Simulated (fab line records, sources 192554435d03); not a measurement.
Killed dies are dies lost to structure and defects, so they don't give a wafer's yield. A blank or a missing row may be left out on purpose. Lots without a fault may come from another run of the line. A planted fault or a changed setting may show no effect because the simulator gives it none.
Which tool did it? | flow n5_finfet | 17 lots, 51 wafers sampled, at 1 step of a route of 1938

WHAT THE GAUGES READ, wafer by wafer
N5_DUMMY_GATE_CD_MEAS_15: target cd 25.8 nm.
lot  | measured    | on        | cd_nm (nm)
L074 | day 2 23:41 | cd_sem-02 | 24.95 24.85 24.88
L075 | day 3 04:07 | cd_sem-02 | 25.09 24.34 24.72
L076 | day 3 10:06 | cd_sem-01 | 25.06 25.18 25.12
L077 | day 3 17:19 | cd_sem-01 | 24.77 24.69 24.60
L079 | day 4 05:24 | cd_sem-03 | 25.13 24.87 25.10
L080 | day 4 09:58 | cd_sem-01 | 24.44 25.02 24.98
L082 | day 4 22:17 | cd_sem-01 | 25.05 25.31 24.91
L083 | day 5 04:19 | cd_sem-01 | 25.32 25.11 24.95
L084 | day 5 14:59 | cd_sem-03 | 24.70 24.79 24.85
L085 | day 5 16:13 | cd_sem-03 | 25.15 24.97 25.01
L086 | day 5 22:52 | cd_sem-03 | 24.81 24.53 24.63
L087 | day 6 04:26 | cd_sem-03 | 25.09 25.16 24.51
L088 | day 6 13:37 | cd_sem-01 | 25.15 24.95 24.67
L089 | day 6 18:34 | cd_sem-01 | 24.73 25.24 24.77
L090 | day 7 00:04 | cd_sem-03 | 25.19 24.67 24.93
L091 | day 7 04:50 | cd_sem-01 | 25.21 25.26 24.99
L092 | day 7 11:57 | cd_sem-02 | 25.00 24.77 24.61

WHICH TOOL RAN EACH LOT (tool, then ch and the chambers of the sampled wafers, then the start)
The record holds no process step before these readings.

WHAT THE TOOLS THEMSELVES READ (means of the sampled wafers that have a number; where no wafer has one, the mark that the record gives instead)
The record holds no such reading with a usual standard deviation.

THE ANSWER, worked out from the rows above alone
Rule: what is usual is taken from the lots themselves. Put in order of their means at a reading, lots are off if they are a third of the lots or fewer, leave a main group of 4 or more, and stand apart from it by a gap of 3 or more times the standard deviation of the main group's means; of several such gaps the widest counts. A main group whose means are all the same, to the digits that the tables above print for the reading, isn't used. A lot without any number at a reading at which 4 lots or more have one is off too. The other lots that the step has rows for count as sound. The gauges are gone through in route order, then the tools' own readings, and for those a lot's mean is taken as printed above. The first step at which some lot is off is used, and at that step the reading that is off furthest; a lot without a number counts as furthest.
No lot is off at any reading shown: from this, nothing can be told.

WHAT THE SIMULATOR HAD PUT IN
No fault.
